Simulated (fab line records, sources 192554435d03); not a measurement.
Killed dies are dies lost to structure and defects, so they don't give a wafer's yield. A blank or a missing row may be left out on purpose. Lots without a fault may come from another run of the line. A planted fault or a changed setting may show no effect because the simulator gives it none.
Chamber matching | flow n5_finfet | N5_BEOL_M9_DESCUM_33 on rie_diel-02: 4 sister chambers
The step chemistry O2, time 7 s. 18 wafers are shown with their chamber, then 9 later ones without.

WAFERS WITH THEIR CHAMBER
wafer  | chamber | throttle_valve_pct (%) | drypump_motor_current_A (A) | showerhead_plenum_p_Torr (Torr)
L076.2 | 2       | 20.66                  | 5.1                         | 2.08
L076.4 | 3       | 19.94                  | 5.3                         | 2.09
L076.6 | 0       | 20.59                  | 6.3                         | 2.03
L078.1 | 0       | 20.58                  | 6.3                         | 2.03
L078.4 | 1       | 20.23                  | 5.8                         | 2.05
L078.6 | 2       | 20.68                  | 5.1                         | 2.08
L081.1 | 3       | 19.94                  | 5.3                         | 2.09
L081.5 | 2       | 20.70                  | 5.2                         | 2.07
L081.6 | 3       | 19.93                  | 5.3                         | 2.09
L083.1 | 0       | 20.64                  | 6.2                         | 2.03
L083.2 | 1       | 20.25                  | 5.8                         | 2.05
L083.5 | 0       | 20.61                  | 6.2                         | 2.03
L082.1 | 0       | 20.62                  | 6.3                         | 2.03
L082.3 | 3       | 19.94                  | 5.3                         | 2.08
L082.5 | 1       | 20.26                  | 5.7                         | 2.05
L085.1 | 1       | 20.24                  | 5.8                         | 2.05
L085.2 | 0       | 20.61                  | 6.3                         | 2.03
L085.6 | 0       | 20.61                  | 6.2                         | 2.03

SIGNATURES (means of the wafers above)
reading                  | chamber 0 | chamber 1 | chamber 2 | chamber 3 | scatter within a chamber
throttle_valve_pct       | 20.6086   | 20.2450   | 20.6800   | 19.9375   | 0.0162
drypump_motor_current_A  | 6.257     | 5.775     | 5.133     | 5.300     | 0.0473
showerhead_plenum_p_Torr | 2.0300    | 2.0500    | 2.0767    | 2.0875    | 0.00318
Rule: a wafer's distance from a chamber is the root of the sum, over the readings, of the square of ((its reading less the chamber's mean) divided by the reading's scatter). The wafer belongs to the nearest chamber; if the next one is less than 2 further off, it can't be placed. The scatter: the root of (the sum of the squares of (reading less its chamber's mean) over the shown wafers, divided by (wafers less chambers)).

WAFERS WITHOUT THEIR CHAMBER
wafer  | throttle_valve_pct (%) | drypump_motor_current_A (A) | showerhead_plenum_p_Torr (Torr)
L084.1 | 19.95                  | 5.3                         | 2.08
L084.3 | 20.70                  | 5.2                         | 2.07
L084.4 | 20.63                  | 6.2                         | 2.02
L086.1 | 19.95                  | 5.4                         | 2.08
L086.3 | 20.71                  | 5.1                         | 2.07
L086.5 | 20.69                  | 5.1                         | 2.07
L095.1 | 19.97                  | 5.3                         | 2.08
L095.3 | 20.64                  | 6.3                         | 2.02
L095.6 | 20.28                  | 5.8                         | 2.04

WHICH CHAMBER EACH WENT THROUGH
wafer  | from the rows above | in truth
L084.1 | 3                   | 3
L084.3 | 2                   | 2
L084.4 | 0                   | 0
L086.1 | 3                   | 3
L086.3 | 2                   | 2
L086.5 | 2                   | 2
L095.1 | 3                   | 3
L095.3 | 0                   | 0
L095.6 | 1                   | 1
Placed correctly: 9 of 9. Can't be placed from these rows: 0. Placed wrongly: 0.
